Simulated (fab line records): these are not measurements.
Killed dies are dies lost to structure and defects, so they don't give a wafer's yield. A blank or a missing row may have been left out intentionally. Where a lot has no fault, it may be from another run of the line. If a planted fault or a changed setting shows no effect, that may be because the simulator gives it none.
Code-filled problem report in 8D (eight disciplines) form ; flow n5 finfet ; the parts of the form that need people (team, actions taken, sign-off) are left out

== 1. PROBLEM STATEMENT ==
Wafers free of any fault read 838 nm (standard deviation 10) for M13_ILD_THK at N5_BEOL_M13_THK_MEAS_01, against a mean of 652 nm on 3 wafers of 2 lots. That puts it -19 standard deviations away from the usual mean.
Earliest sighting: wafer L341.1 on film metro-01 at day 16 05:16. The record has a number at this step for 29 wafers belonging to 10 lots. By rule, "out" or "out of limits" means more than 4 standard deviations away from the usual mean. Any other wafer with a number is counted as sound.

== 2. WHAT IT IS, AND WHAT IT ISN'T ==
question;is;is not
which readings at this step;M13_ILD_THK;-
which lots;L341, L342;L330, L335, L336, L337, L339, L349, L352, L353
which wafers of those lots;L341.1, L341.3, L342.3;L342.4, L342.5
read on which gauges;film metro-01;film metro-02
when;from day 16 05:16;"up to then (15 sound wafers); but 11 sound wafers of L342, L349, L352, L353 came after"

== 3. THE SUSPECTS, EACH WITH WHAT RULES IT OUT ==
Counting: if a tool at a process step up to the reading ran every lot that is out, it stays a suspect. Sound lots after the first of them don't rule it out here, since some wafers of a struck lot are sound.
- the gauge at N5_BEOL_M13_THK_MEAS_01 is ruled out. All the wafers that are out were read on film metro-01, but those of them that N5_BEOL_M13_ILD_DEP_00 has rows for are out there too, on other tools.
- pecvd-04 at N5_BEOL_M13_ILD_DEP_00 (deposits SiOC from DEMS/O2, target thk 837.92 nm, time 166.4 s): kept. Ran every lot that is out, first one L341 (day 16 05:07); last sound lot up to then L339 (day 15 15:28). On those wafers its own readings are out: run length s.
Remaining after the count: pecvd-04 at N5_BEOL_M13_ILD_DEP_00.

== 4. THE CAUSE (what the simulator had put in) ==
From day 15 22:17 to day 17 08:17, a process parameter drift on pecvd-04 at N5_BEOL_M13_ILD_DEP_00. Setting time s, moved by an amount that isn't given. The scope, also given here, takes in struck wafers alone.
The count eliminated every tool but this one.

== 5. SEQUENCE OF EFFECTS, ordered by route ==
One row per reading whose mean, taken over the struck wafers that have a number, lies over 3 standard deviations from the usual. Only readings whose record carries a usual standard deviation are examined. hours: median over the lots of the time between each lot's start at the first step of this table that gives one and its start at this step. sigmas: the change, counted in usual standard deviations.
hours;step;reading;usual;on struck wafers;change;sigmas
0;N5_BEOL_M13_ILD_DEP_00;run length s;211.2 s;176.2;-35.0;-67
0;N5_BEOL_M13_THK_MEAS_01;M13_ILD_THK;838 nm;652;-186;-19
1;N5_BEOL_M13_STRIP_63;oes product au;0.673 a.u.;0.691;+0.018;+4.2
1;N5_BEOL_M13_STRIP_63;strip time to endpoint s;27.6 s;42.8;+15.2;+13
Its process steps:
- N5_BEOL_M13_ILD_DEP_00: deposits SiOC from DEMS/O2, target thk 837.92 nm, time 166.4 s.
- N5_BEOL_M13_STRIP_63: strips in N2/H2.
Later measuring or inspecting steps at which every struck wafer that the step has a row for has a number for every such reading, and none has moved that far: N5_BEOL_M13_OVL_MEAS_11.

== 6. WHAT WOULD HAVE CAUGHT IT SOONER ==
The first out-of-limits reading at a measuring or inspecting step in this record came at day 16 05:16, 7 hours after the fault's start at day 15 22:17.
At N5_BEOL_M13_ILD_DEP_00, the tool's own readings (run length s) were out on each struck wafer the step has a row for, so an alarm limit on them would have fired on the first such wafer.
Among the 2 lots that are out, L342 began N5_BEOL_M13_ILD_DEP_00 on pecvd-04 after day 16 05:16. Holding the tool at that time would have saved it.
